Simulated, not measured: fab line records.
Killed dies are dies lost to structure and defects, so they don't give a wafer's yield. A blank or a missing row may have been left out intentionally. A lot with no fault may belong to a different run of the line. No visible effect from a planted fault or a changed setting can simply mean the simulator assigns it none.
Problem report in the 8D (eight disciplines) form, filled by code / flow nand_harc / the parts of the form that need people (team, actions taken, sign-off) are left out

== 1. WHAT IS WRONG ==
Wafers with no fault read 28 with a standard deviation of 15, whereas raw_defect_count at NHARC_A_CONTACT_INSPECT_10 reads a mean of 352 on 1 wafer of 1 lot. That is +22 standard deviations from the usual mean.
Earliest sighting: wafer L310.1 on defect_inspect-02 at day 19 10:46. The record holds 33 wafers of 11 lots with a number at this step. Rule for "out" (also "out of limits"): further than 4 standard deviations from the usual mean. Any other wafer with a number is counted as sound.

== 2. WHAT IT IS, AND WHAT IT ISN'T ==
question=which readings at this step | is=raw_defect_count | is not=-
question=which lots | is=L310 | is not=L301, L302, L303, L306, L315, L316, L320, L321, L323, L324
question=which wafers of those lots | is=L310.1 | is not=L310.3, L310.5
question=read on which gauges | is=defect_inspect-02 | is not=defect_inspect-01
question=when | is=from day 19 10:46 | is not=up to then (14 sound wafers); but 18 sound wafers of L315, L316, L320, L321, L323, L324 came after

== 3. THE SUSPECTS, EACH WITH WHAT RULES IT OUT ==
Counting: if a tool at a process step up to the reading ran every lot that is out, it stays a suspect. Sound lots after the first of them don't rule it out here, since some wafers of a struck lot are sound.
- the gauge at NHARC_A_CONTACT_INSPECT_10: kept. All the wafers that are out were read on defect_inspect-02, and no step on other tools shows them out.
- har_cap_etch-02 at NHARC_A_CONTACT_ETCH_133 (etches the open film in C4F8/O2/Ar, time 195 s, target depth 840 nm): kept. It processed L310, the lot that is out, at day 19 06:03, and its most recent sound lot before then was L306 at day 17 15:44.
- rie_diel-11 at NHARC_A_CONTACT_STRIP_82 (strips in O2): kept. It processed L310, the lot that is out, at day 19 09:55, and its most recent sound lot before then was L306 at day 17 19:33. With no start given for some of its lots, NHARC_A_CONTACT_STRIP_82 uses the hours and lot order of NHARC_A_CONTACT_DEP_85.
- pecvd-02 at NHARC_A_CONTACT_DEP_85 (deposits SiON, target thk 50 nm): kept. It ran the lot that is out, L310 (day 19 09:55).
- Within rie_diel-11 at NHARC_A_CONTACT_STRIP_82: the wafers that are out ran in chamber 0; their sound lot-mates ran in chambers 2, 3.
- Within pecvd-02 at NHARC_A_CONTACT_DEP_85: the wafers that are out ran in chamber 2; their sound lot-mates ran in chambers 0, 1.
Left after counting: har_cap_etch-02 at NHARC_A_CONTACT_ETCH_133, rie_diel-11 at NHARC_A_CONTACT_STRIP_82, pecvd-02 at NHARC_A_CONTACT_DEP_85, defect_inspect-02 at NHARC_A_CONTACT_INSPECT_10.

== 4. THE CAUSE (what the simulator had put in) ==
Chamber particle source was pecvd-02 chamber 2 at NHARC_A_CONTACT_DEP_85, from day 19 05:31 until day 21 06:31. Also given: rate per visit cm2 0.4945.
4 suspects survive the count, and this tool is in that group.

== 5. THE EFFECT CHAIN, in route order ==
Each row: a reading whose mean over the struck wafers that have a number lies more than 3 standard deviations from the usual. Only readings for which the record gives a usual standard deviation are gone through. hours: the time from each lot's start at the first step in this table that gives one to its start at this step, as a median over the lots. sigmas: the change in usual standard deviations.
hours=0; step=NHARC_A_CONTACT_INSPECT_10; reading=raw_defect_count; usual=28; on struck wafers=352; change=+324; sigmas=+22
Later measuring or inspecting steps at which every struck wafer that the step has a row for has a number for every such reading, and none has moved that far: NHARC_END_SORT_01.

== 6. WHAT WOULD HAVE CAUGHT IT SOONER ==
The first out-of-limits reading at a measuring or inspecting step in this record came at day 19 10:46, 5 hours after the fault's start at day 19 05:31.
No tool reading at NHARC_A_CONTACT_DEP_85 that has a usual standard deviation in the record was out on any struck wafer, so an alarm limit of 4 standard deviations on those readings would not have fired.
The start of NHARC_A_CONTACT_DEP_85 on pecvd-02 came by day 19 10:46 for every one of the lots that are out (1). Holding the tool at that point would not have protected any of them.
